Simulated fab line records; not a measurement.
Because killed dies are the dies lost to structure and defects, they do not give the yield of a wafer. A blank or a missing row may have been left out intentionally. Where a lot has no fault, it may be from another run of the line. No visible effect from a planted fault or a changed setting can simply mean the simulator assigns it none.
fab line records	flow nand-harc	part 1 of 2: steps 1 to 30 of 44
record: lots: 5	wafers: 15	last-day: 32
route steps=1302 shown P_ZERO_WELL@62 P_STI@69
lots that met no fault: taken from a fault-free run of the same line
start-h: hours from the record's opening day to when the first of the lot's shown wafers began	wait-h: how many hours have passed since the lot's step before this one	" repeats the value in the row above	L1.1+2: a single row standing in for several wafers	- value missing, or start not given	* or withheld: withheld	< > ~ a bound
route shown NAME@n: NAME is a module with steps in the file, n the number in the route of the first one	usual: the fault-free wafers' mean and standard deviation	same: alike in all rows	chamber/n: place in a boat	sites: per-site readings	_std_site: the values' standard deviation	_edge_site: mean of outer sites minus mean of inner sites	radius-mm: how far each site lies from the wafer's centre	mask NAME#n: copy n	behind: the tool/chamber that last shaped the wafer	hold: the reason the lot was held/the length of the hold in hours/how it ended	device: whichever transistor did not switch (one of n, p or np)	end of line: the same wafers' tests at the end of the route	step lacking rows: just its recipe	killed: count of dies lost to structure and defects at first sort (not the wafer's yield)	map: dies across one wafer; x = killed, . = not, _ = none there
set.NAME: the setting that was run; set.NAME@STEP: the one run at that earlier step	model.NAME: the simulator's own value behind a step, which no gauge read
a table for each step, a row for each wafer; lots at some steps of the route
services: when a tool's chamber went out of use (start-h, in hours from the record's first day, below 0 if earlier), for how many hours, and the reason
== steps ==
step: NHARC_P_ZERO_WELL_IMPLANT_55
recipe: energy-kev: 180	dose-cm2: 8e+11	tilt-deg: 7
lot.wafer	tool	chamber	start-h	wait-h
L078.1+4+5	implanter-02	0	66.25	0.1
L079.2+4+5	implanter-01	0	76.69	0.2
L088.1+2+4	implanter-02	0	165.99	0.1
L092.1+2+3	implanter-01	0	206.15	0.1
L093.2+5+6	implanter-02	0	216.68	0.2
step: NHARC_P_ZERO_WELL_IMPLANT_61
recipe: energy-kev: 30	dose-cm2: 5e+11	tilt-deg: 7
lot.wafer	tool	chamber	start-h	wait-h
L078.1+4+5	implanter-02	0	66.43	0.1
L079.2+4+5	implanter-01	0	76.87	0.2
L088.1+2+4	implanter-02	0	166.17	0.1
L092.1+2+3	implanter-01	0	206.33	0.2
L093.2+5+6	implanter-02	0	216.86	0.2
step: NHARC_P_ZERO_WELL_STRIP_56
recipe: time-s: 840	temp-c: 130	chemistry: SPM
usual: bath-heat-duty-pct: 15.2/1.5
lot.wafer	tool	chamber	start-h	wait-h	bath-heat-duty-pct
L078.5	wet-bench-03	3	66.65	0.1	15.0
L078.4	"	5	"	"	17.2
L078.1	"	6	"	"	12.9
L079.2	wet-bench-03	0	77.06	0.2	14.6
L079.4	"	1	"	"	14.7
L079.5	"	2	"	"	16.2
L088.2	wet-bench-06	7	166.38	0.2	15.6
L088.4	"	0	"	"	15.9
L088.1	"	3	"	"	14.8
L092.3	wet-bench-03	5	206.54	0.1	16.0
L092.2	"	6	"	"	14.4
L092.1	"	2	"	"	15.8
L093.6	wet-bench-04	0	217.06	0.0	12.5
L093.5	"	1	"	"	16.2
L093.2	"	2	"	"	13.5
step: NHARC_P_ZERO_WELL_PRECLEAN_68
recipe: time-s: 60	temp-c: 50	bath-age-min: 0	chemistry: SC1
usual: bath-heat-duty-pct: 7.2/0.74	diw-flow-mL-min: 1415/4.3
lot.wafer	tool	chamber	start-h	wait-h	bath-heat-duty-pct	diw-flow-mL-min
L078.5	wet-bench-03	3	-	-	6.6	1412
L078.4	"	5	"	"	7.6	1419
L078.1	"	6	"	"	7.0	1411
L079.2	wet-bench-03	0	-	-	6.5	1418
L079.4	"	1	"	"	6.9	1423
L079.5	"	2	"	"	8.2	1415
L088.2	wet-bench-06	7	-	-	6.8	1422
L088.4	"	0	"	"	7.7	1415
L088.1	"	3	"	"	7.9	1411
L092.3	wet-bench-03	5	-	-	7.7	1413
L092.2	"	6	"	"	7.3	1420
L092.1	"	2	"	"	7.8	1416
L093.6	wet-bench-04	0	-	-	6.7	1421
L093.5	"	1	"	"	8.4	1414
L093.2	"	2	"	"	7.6	1413
step: NHARC_P_ZERO_WELL_SRD_69
lot.wafer	tool	chamber	start-h	wait-h
L078.5+4+1	wet-bench-03	3,5,6	-	-
L079.2+4+5	wet-bench-03	0,1,2	-	-
L088.2+4+1	wet-bench-06	7,0,3	-	-
L092.3+2+1	wet-bench-03	5,6,2	-	-
L093.6+5+2	wet-bench-04	0,1,2	-	-
step: NHARC_P_ZERO_WELL_RTA_42
recipe: temp-c: 1100	time-s: 300
usual: lamp-power-pct: 35.8/2.7	lamp_zone_7_pct: 36.1/2.8	wafer_temp_C_max: 1105.2/0.99
lot.wafer	tool	chamber	start-h	wait-h	lamp-power-pct	lamp_zone_7_pct	wafer_temp_C_max
L078.1	rtp-anneal-01	0	67.09	-	38.8	39.1	1105.0
L078.4	"	0	"	"	38.7	39.0	1104.3
L078.5	"	0	"	"	38.7	39.2	1105.6
L079.2	rtp-anneal-01	0	77.60	-	38.8	39.2	1104.8
L079.4	"	0	"	"	38.8	39.1	1105.0
L079.5	"	0	"	"	38.7	39.2	1104.6
L088.1	rtp-anneal-01	0	166.83	-	38.8	39.2	1104.8
L088.2	"	0	"	"	38.7	39.1	1105.0
L088.4	"	0	"	"	38.8	39.0	1105.3
L092.1	rtp-anneal-01	0	206.98	-	38.8	39.2	1104.2
L092.2	"	0	"	"	38.8	39.1	1106.7
L092.3	"	0	"	"	38.7	39.2	1106.1
L093.2	rtp-anneal-01	0	217.59	-	38.8	39.2	1104.8
L093.5	"	0	"	"	38.8	39.2	1105.1
L093.6	"	0	"	"	38.8	39.2	1105.7
step: NHARC_P_ZERO_WELL_INSPECT_43
usual: raw-defect-count: 12/5.5
lot.wafer	tool	chamber	start-h	wait-h	raw-defect-count
L078.1	defect-inspect-01	-	67.76	0.6	9
L078.4	"	-	"	"	8
L078.5	"	-	"	"	19
L079.2	defect-inspect-01	-	78.17	0.5	8
L079.4	"	-	"	"	10
L079.5	"	-	"	"	11
L088.1	defect-inspect-02	-	167.50	0.6	8
L088.2	"	-	"	"	4
L088.4	"	-	"	"	10
L092.1	defect-inspect-02	-	207.67	0.6	11
L092.2	"	-	"	"	5
L092.3	"	-	"	"	5
L093.2	defect-inspect-02	-	218.16	0.5	14
L093.5	"	-	"	"	7
L093.6	"	-	"	"	19
step: NHARC_P_STI_ETCH_26
recipe: target-depth-a: 110	chemistry: dHF	material: SiO2
lot.wafer	tool	chamber	start-h	wait-h
L078.1+5+4	wet-bench-09	6,7,1	67.81	0.1
L079.5+4+2	wet-bench-09	2,3,4	78.26	0.1
L088.2+1+4	wet-bench-09	7,0,3	167.55	0.0
L092.2+1+3	wet-bench-01	0,2,3	207.72	0.0
L093.2+6+5	wet-bench-05	3,4,5	218.21	0.0
step: NHARC_P_STI_PRECLEAN_27
recipe: time-s: *	temp-c: 50	bath-age-min: 0	chemistry: SC1
usual: bath-heat-duty-pct: 7.2/0.85	diw-flow-mL-min: 1415/4.2
lot.wafer	tool	chamber	start-h	wait-h	bath-heat-duty-pct	diw-flow-mL-min
L078.1	wet-bench-09	6	67.89	0.1	6.9	1418
L078.5	"	7	"	"	6.6	1415
L078.4	"	1	"	"	6.2	1411
L079.5	wet-bench-09	2	78.30	0.0	6.8	1425
L079.4	"	3	"	"	9.2	1418
L079.2	"	4	"	"	7.8	1412
L088.2	wet-bench-09	7	167.63	0.1	6.5	1414
L088.1	"	0	"	"	7.7	1415
L088.4	"	3	"	"	8.5	1419
L092.2	wet-bench-01	0	207.79	0.1	7.4	1415
L092.1	"	2	"	"	8.0	1411
L092.3	"	3	"	"	7.3	1411
L093.2	wet-bench-05	3	218.28	0.1	8.0	1418
L093.6	"	4	"	"	6.8	1417
L093.5	"	5	"	"	7.2	1417
step: NHARC_P_STI_SRD_28
lot.wafer	tool	chamber	start-h	wait-h
L078.1+5+4	wet-bench-09	6,7,1	-	-
L079.5+4+2	wet-bench-09	2,3,4	-	-
L088.2+1+4	wet-bench-09	7,0,3	-	-
L092.2+1+3	wet-bench-01	0,2,3	-	-
L093.2+6+5	wet-bench-05	3,4,5	-	-
step: NHARC_P_STI_OXIDE_29
recipe: target-thk-a: 100	temp-c: 900	ox-time-s: 1362	material: SiO2
same: ox-time-s: 1362
lot.wafer	tool	chamber	start-h	wait-h
L078.1+4+5	furnace-05	0	71.09	-
L079.2+4+5	furnace-04	0	82.63	-
L088.1+2+4	furnace-05	0	171.28	-
L092.1+2+3	furnace-05	0	212.86	-
L093.2+5+6	furnace-08	0	227.24	-
step: NHARC_P_STI_HM_DEP_30
recipe: target-thk-a: 800	temp-c: 790	pressure-mtorr: 300	time-s: 873	material: Si3N4
lot.wafer	tool	chamber	start-h	wait-h
L078.1+4+5	lpcvd-02	0	78.28	3.5
L079.2+4+5	lpcvd-01	1	89.76	3.5
L088.1+2+4	lpcvd-01	0	178.46	3.5
L092.1+2+3	lpcvd-01	0	220.07	3.5
L093.2+5+6	lpcvd-01	1	234.41	3.5
step: NHARC_P_STI_DEHYDRATE_01
recipe: temp-c: 150	time-s: 120
lot.wafer	tool	chamber	start-h	wait-h
L078.1+4+5	litho-track-03	0	81.96	0.4
L079.2+4+5	litho-track-03	0	93.41	0.4
L088.1+2+4	litho-track-03	0	182.19	0.4
L092.1+2+3	litho-track-03	0	223.75	0.4
L093.2+5+6	litho-track-03	0	238.09	0.4
step: NHARC_P_STI_HMDS_02
recipe: time-s: 30
lot.wafer	tool	chamber	start-h	wait-h
L078.1+4+5	litho-track-03	0	-	-
L079.2+4+5	litho-track-03	0	-	-
L088.1+2+4	litho-track-03	0	-	-
L092.1+2+3	litho-track-03	0	-	-
L093.2+5+6	litho-track-03	0	-	-
step: NHARC_P_STI_COAT_41
recipe: temp-c: 200	time-s: 65
lot.wafer	tool	chamber	start-h	wait-h
L078.1+4+5	litho-track-03	0	-	-
L079.2+4+5	litho-track-03	0	-	-
L088.1+2+4	litho-track-03	0	-	-
L092.1+2+3	litho-track-03	0	-	-
L093.2+5+6	litho-track-03	0	-	-
step: NHARC_P_STI_COAT_03
recipe: spin-rpm: 2000	resist-thk-nm: 600
lot.wafer	tool	chamber	start-h	wait-h
L078.1+4+5	litho-track-03	0	-	-
L079.2+4+5	litho-track-03	0	-	-
L088.1+2+4	litho-track-03	0	-	-
L092.1+2+3	litho-track-03	0	-	-
L093.2+5+6	litho-track-03	0	-	-
step: NHARC_P_STI_SOFTBAKE_04
recipe: temp-c: 125	time-s: 70
lot.wafer	tool	chamber	start-h	wait-h
L078.1+4+5	litho-track-03	0	-	-
L079.2+4+5	litho-track-03	0	-	-
L088.1+2+4	litho-track-03	0	-	-
L092.1+2+3	litho-track-03	0	-	-
L093.2+5+6	litho-track-03	0	-	-
step: NHARC_P_STI_EBR_05
lot.wafer	tool	chamber	start-h	wait-h
L078.1+4+5	litho-track-03	0	-	-
L079.2+4+5	litho-track-03	0	-	-
L088.1+2+4	litho-track-03	0	-	-
L092.1+2+3	litho-track-03	0	-	-
L093.2+5+6	litho-track-03	0	-	-
step: NHARC_P_STI_EXPOSE_06
recipe: na: 0.55	target-cd-nm: 200	dose-mj: 37.69	mask-id: P_STI
usual: reticle-temp-C: 22.99/0.11
lot.wafer	tool	chamber	start-h	wait-h	mask	reticle-temp-C
L078.1	krf-scanner-04	0	82.13	-	P_STI#0	23.01
L078.4	"	0	"	"	P_STI#0	23.08
L078.5	"	0	"	"	P_STI#0	23.09
L079.2	krf-scanner-01	0	93.70	-	P_STI#0	22.86
L079.4	"	0	"	"	P_STI#0	23.05
L079.5	"	0	"	"	P_STI#0	22.87
L088.1	krf-scanner-01	0	182.48	-	P_STI#0	22.83
L088.2	"	0	"	"	P_STI#0	22.91
L088.4	"	0	"	"	P_STI#0	22.96
L092.1	krf-scanner-04	0	224.03	-	P_STI#0	23.00
L092.2	"	0	"	"	P_STI#0	23.01
L092.3	"	0	"	"	P_STI#0	22.96
L093.2	krf-scanner-04	0	238.26	-	P_STI#0	22.94
L093.5	"	0	"	"	P_STI#0	22.85
L093.6	"	0	"	"	P_STI#0	22.81
step: NHARC_P_STI_PEB_07
recipe: peb-temp-c: 128	peb-time-s: 80
lot.wafer	tool	chamber	start-h	wait-h
L078.1+4+5	litho-track-05	0	82.19	0.1
L079.2+4+5	litho-track-03	0	93.76	0.1
L088.1+2+4	litho-track-05	0	182.54	0.1
L092.1+2+3	litho-track-05	0	224.10	0.1
L093.2+5+6	litho-track-02	0	238.32	0.1
step: NHARC_P_STI_DEVELOP_08
recipe: time-s: 50	dev-temp-c: 22
lot.wafer	tool	chamber	start-h	wait-h
L078.1+4+5	litho-track-05	0	-	-
L079.2+4+5	litho-track-03	0	-	-
L088.1+2+4	litho-track-05	0	-	-
L092.1+2+3	litho-track-05	0	-	-
L093.2+5+6	litho-track-02	0	-	-
step: NHARC_P_STI_CD_MEAS_09
recipe: target-cd-nm: 200	landing-energy-ev: 500
usual: cd-nm: 200.5/2.1
lot.wafer	tool	chamber	start-h	wait-h	cd-nm
L078.1	cd-sem-03	0	82.28	-	206.3
L078.4	"	0	"	"	202.4
L078.5	"	0	"	"	202.7
L079.2	cd-sem-03	0	93.85	-	201.8
L079.4	"	0	"	"	199.6
L079.5	"	0	"	"	199.0
L088.1	cd-sem-01	0	182.63	-	199.7
L088.2	"	0	"	"	199.9
L088.4	"	0	"	"	203.2
L092.1	cd-sem-02	0	224.18	-	207.7
L092.2	"	0	"	"	203.7
L092.3	"	0	"	"	199.1
L093.2	cd-sem-03	0	238.41	-	203.2
L093.5	"	0	"	"	200.5
L093.6	"	0	"	"	202.4
step: NHARC_P_STI_OVL_MEAS_10
usual: overlay-x-nm: 1/5	overlay-y-nm: 0/6
lot.wafer	tool	chamber	start-h	wait-h	overlay-x-nm	overlay-y-nm
L078.1	overlay-02	-	82.37	-	4	7
L078.4	"	-	"	"	4	5
L078.5	"	-	"	"	4	7
L079.2	overlay-02	-	93.94	-	-4	-1
L079.4	"	-	"	"	-5	0
L079.5	"	-	"	"	-5	-1
L088.1	overlay-01	-	182.72	-	-2	-5
L088.2	"	-	"	"	-1	-5
L088.4	"	-	"	"	-1	-5
L092.1	overlay-01	-	224.27	-	-6	-2
L092.2	"	-	"	"	-6	-1
L092.3	"	-	"	"	-6	-2
L093.2	overlay-02	-	238.49	-	-3	-11
L093.5	"	-	"	"	-3	-12
L093.6	"	-	"	"	-3	-12
step: NHARC_P_STI_INSPECT_11
usual: raw-defect-count: 6/3.1
lot.wafer	tool	chamber	start-h	wait-h	raw-defect-count
L078.1	defect-inspect-02	-	82.40	0.0	8
L078.4	"	-	"	"	7
L078.5	"	-	"	"	7
L079.2	defect-inspect-01	-	93.97	0.0	5
L079.4	"	-	"	"	0
L079.5	"	-	"	"	3
L088.1	defect-inspect-02	-	182.75	0.0	8
L088.2	"	-	"	"	8
L088.4	"	-	"	"	8
L092.1	defect-inspect-01	-	224.33	0.1	3
L092.2	"	-	"	"	4
L092.3	"	-	"	"	4
L093.2	defect-inspect-01	-	238.53	0.0	2
L093.5	"	-	"	"	10
L093.6	"	-	"	"	3
step: NHARC_P_STI_HARDBAKE_13
recipe: temp-c: 118	time-s: 65
lot.wafer	tool	chamber	start-h	wait-h
L078.1+4+5	litho-track-02	0	82.46	0.1
L079.2+4+5	litho-track-05	0	94.03	0.1
L088.1+2+4	litho-track-02	0	182.81	0.1
L092.1+2+3	litho-track-03	0	224.38	0.1
L093.2+5+6	litho-track-05	0	238.59	0.1
step: NHARC_P_STI_DESCUM_14
recipe: time-s: 3	o2-flow-sccm: 200	ar-flow-sccm: 0	bias-power-w: 0	chemistry: O2
usual: drypump-motor-current-A: 5.7/0.52	o2-flow-sccm: 199.8/0.56	oes-product-au: 1.002/0.0087	rf-vpp-V: 57.9/0.89	showerhead-plenum-p-Torr: 1.90/0.08	throttle-valve-pct: 11.311/0.0095
lot.wafer	tool	chamber	start-h	wait-h	drypump-motor-current-A	o2-flow-sccm	oes-product-au	rf-hours-counter-h	rf-vpp-V	showerhead-plenum-p-Torr	throttle-valve-pct
L078.1	rie-diel-06	3	82.54	-	5.5	199.4	0.995	13	58.2	2.02	11.310
L078.5	"	3	"	"	5.5	198.1	1.001	-	58.8	2.02	11.307
L078.4	"	2	"	"	4.7	199.2	1.006	-	57.1	1.87	11.316
L079.4	rie-diel-02	0	94.11	-	5.7	199.8	0.997	2	56.3	1.81	11.327
L079.2	"	2	"	"	5.7	200.4	1.005	2	57.5	1.99	11.308
L079.5	"	0	"	"	5.7	199.8	0.997	-	57.3	1.81	11.315
L088.4	rie-diel-02	0	182.90	-	5.7	198.9	1.011	8	56.5	1.81	11.308
L088.1	"	1	"	"	5.3	200.4	0.996	8	57.1	1.80	11.291
L088.2	"	2	"	"	5.7	199.8	1.001	7	57.9	1.98	11.314
L092.1	rie-diel-08	0	224.46	-	6.3	199.4	1.005	1	58.4	1.91	11.317
L092.3	"	2	"	"	4.9	199.8	0.991	0	57.3	1.84	11.305
L092.2	"	3	"	"	5.9	199.8	0.988	0	58.8	2.04	11.319
L093.2	rie-diel-02	1	238.68	-	5.2	199.6	1.006	2	56.6	1.80	11.298
L093.5	"	3	"	"	6.3	200.2	1.007	-	57.7	1.95	11.307
L093.6	"	0	"	"	5.7	199.7	1.002	-	57.1	1.81	11.307
step: NHARC_P_STI_ETCH_42
recipe: target-depth-a: 800	overetch-a: 240	time-s: 61	ion-energy-ev: 200	n2-flow-sccm: 150	h2-flow-sccm: 150	ar-flow-sccm: 0	rf-w: 400	bias-w: 150	chemistry: N2/H2
usual: drypump-motor-current-A: 5.6/0.53	oes-product-au: 1.000/0.0095	rf-vpp-V: 429.9/2.5	showerhead-plenum-p-Torr: 2.02/0.088	throttle-valve-pct: 14.172/0.0092
lot.wafer	tool	chamber	start-h	wait-h	drypump-motor-current-A	oes-product-au	rf-hours-counter-h	rf-vpp-V	showerhead-plenum-p-Torr	throttle-valve-pct
L078.1	rie-diel-06	0	82.66	0.1	6.1	1.016	13	427.2	1.91	14.172
L078.4	"	2	"	"	4.7	1.012	-	430.2	1.99	14.162
L078.5	"	0	"	"	6.1	1.015	-	427.4	1.91	14.163
L079.4	rie-diel-02	3	94.19	0.1	6.3	1.009	2	431.8	2.09	14.164
L079.2	"	0	"	"	5.7	0.993	2	428.6	1.93	14.178
L079.5	"	0	"	"	5.7	0.991	-	426.3	1.93	14.166
L088.2	rie-diel-02	3	182.98	0.1	6.3	0.997	7	432.4	2.09	14.167
L088.4	"	1	"	"	5.3	0.989	8	426.8	1.91	14.182
L088.1	"	2	"	"	5.7	0.991	7	433.5	2.12	14.176
L092.1	rie-diel-08	3	224.56	0.1	5.9	0.993	0	433.7	2.18	14.176
L092.3	"	0	"	"	6.3	0.998	1	430.1	2.03	14.169
L092.2	"	2	"	"	4.9	0.998	0	428.3	1.96	14.169
L093.2	rie-diel-02	2	238.75	0.1	5.8	1.006	1	432.5	2.11	14.187
L093.6	"	1	"	"	5.2	1.001	-	427.1	1.91	14.186
L093.5	"	2	"	"	5.7	1.008	-	431.8	2.12	14.165
step: NHARC_P_STI_ETCH_31
recipe: target-depth-a: 1089	time-s: 54.5	cf4-flow-sccm: 100	chf3-flow-sccm: 30	ar-flow-sccm: 0	rf-w: 500	bias-w: 200	chemistry: CF4/CHF3
usual: drypump-motor-current-A: 5.6/0.52	oes-product-au: 0.960/0.018	rf-vpp-V: 370.2/2.1	showerhead-plenum-p-Torr: 1.56/0.062	throttle-valve-pct: 16.803/0.009
lot.wafer	tool	chamber	start-h	wait-h	drypump-motor-current-A	oes-product-au	rf-hours-counter-h	rf-vpp-V	showerhead-plenum-p-Torr	throttle-valve-pct
L078.1	rie-diel-06	2	-	-	4.7	0.966	7	369.7	1.54	16.819
L078.4	"	0	"	"	6.1	0.971	-	366.8	1.49	16.803
L078.5	"	2	"	"	4.7	0.979	-	369.6	1.54	16.798
L079.2	rie-diel-02	2	-	-	5.7	0.974	2	372.2	1.63	16.807
L079.4	"	1	"	"	5.2	0.956	2	368.5	1.49	16.820
L079.5	"	2	"	"	5.7	0.976	-	371.2	1.63	16.806
L088.4	rie-diel-02	0	-	-	5.7	0.964	8	366.8	1.49	16.801
L088.2	"	1	"	"	5.2	0.970	8	365.7	1.48	16.814
L088.1	"	3	"	"	6.3	0.958	7	371.2	1.61	16.795
L092.2	rie-diel-08	3	-	-	5.9	0.933	0	373.0	1.67	16.809
L092.3	"	0	"	"	6.3	0.934	1	371.3	1.57	16.814
L092.1	"	2	"	"	4.9	0.924	0	368.3	1.52	16.803
L093.2	rie-diel-02	2	-	-	5.7	0.973	2	371.9	1.63	16.810
L093.5	"	3	"	"	6.3	0.950	-	371.4	1.61	16.809
L093.6	"	0	"	"	5.7	0.956	-	366.4	1.49	16.802
step: NHARC_P_STI_ETCH_15
recipe: target-depth-a: 3000	taper-deg: 4	time-s: 100.1	hbr-flow-sccm: 150	cl2-flow-sccm: 50	rf-w: 400	icp-w: 400	bias-w: 100	chemistry: HBr/Cl2
usual: drypump-motor-current-A: 5.70/0.23	oes-product-au: 0.999/0.01	throttle-valve-pct: 26.405/0.009
lot.wafer	tool	chamber	start-h	wait-h	drypump-motor-current-A	oes-product-au	rf-hours-counter-h	throttle-valve-pct
L078.4	rie-si-01	0	82.87	-	5.77	1.007	0.4	26.413
L078.1	"	2	"	"	5.59	0.995	0.4	26.414
L078.5	"	0	"	"	5.78	1.006	-	26.400
L079.4	rie-si-06	1	94.38	-	5.53	0.996	0.1	26.393
L079.2	"	2	"	"	5.86	0.990	0.1	26.408
L079.5	"	2	"	"	5.84	0.989	-	26.406
L088.2	rie-si-06	0	183.19	-	5.60	1.006	0.6	26.404
L088.1	"	2	"	"	5.83	1.003	0.7	26.388
L088.4	"	3	"	"	5.76	0.990	0.7	26.405
L092.1	rie-si-04	1	224.78	-	6.09	1.000	0.4	26.405
L092.3	"	2	"	"	5.98	0.995	0.3	26.407
L092.2	"	0	"	"	5.49	1.003	0.4	26.411
L093.2	rie-si-04	2	238.94	-	5.98	0.998	0.5	26.395
L093.6	"	2	"	"	5.96	0.999	-	26.395
L093.5	"	3	"	"	5.40	1.012	-	26.395
step: NHARC_P_STI_CD_MEAS_16
usual: cd-nm: 199.8/2.2
lot.wafer	tool	chamber	start-h	wait-h	cd-nm
L078.1	cd-sem-02	-	83.02	-	205.0
L078.4	"	-	"	"	203.7
L078.5	"	-	"	"	201.6
L079.2	cd-sem-03	-	94.55	-	199.8
L079.4	"	-	"	"	199.7
L079.5	"	-	"	"	198.7
L088.1	cd-sem-02	-	183.36	-	199.1
L088.2	"	-	"	"	200.1
L088.4	"	-	"	"	203.4
L092.1	cd-sem-01	-	224.94	-	204.2
L092.2	"	-	"	"	203.0
L092.3	"	-	"	"	197.2
L093.2	cd-sem-01	-	239.11	-	202.5
L093.5	"	-	"	"	199.7
L093.6	"	-	"	"	202.0
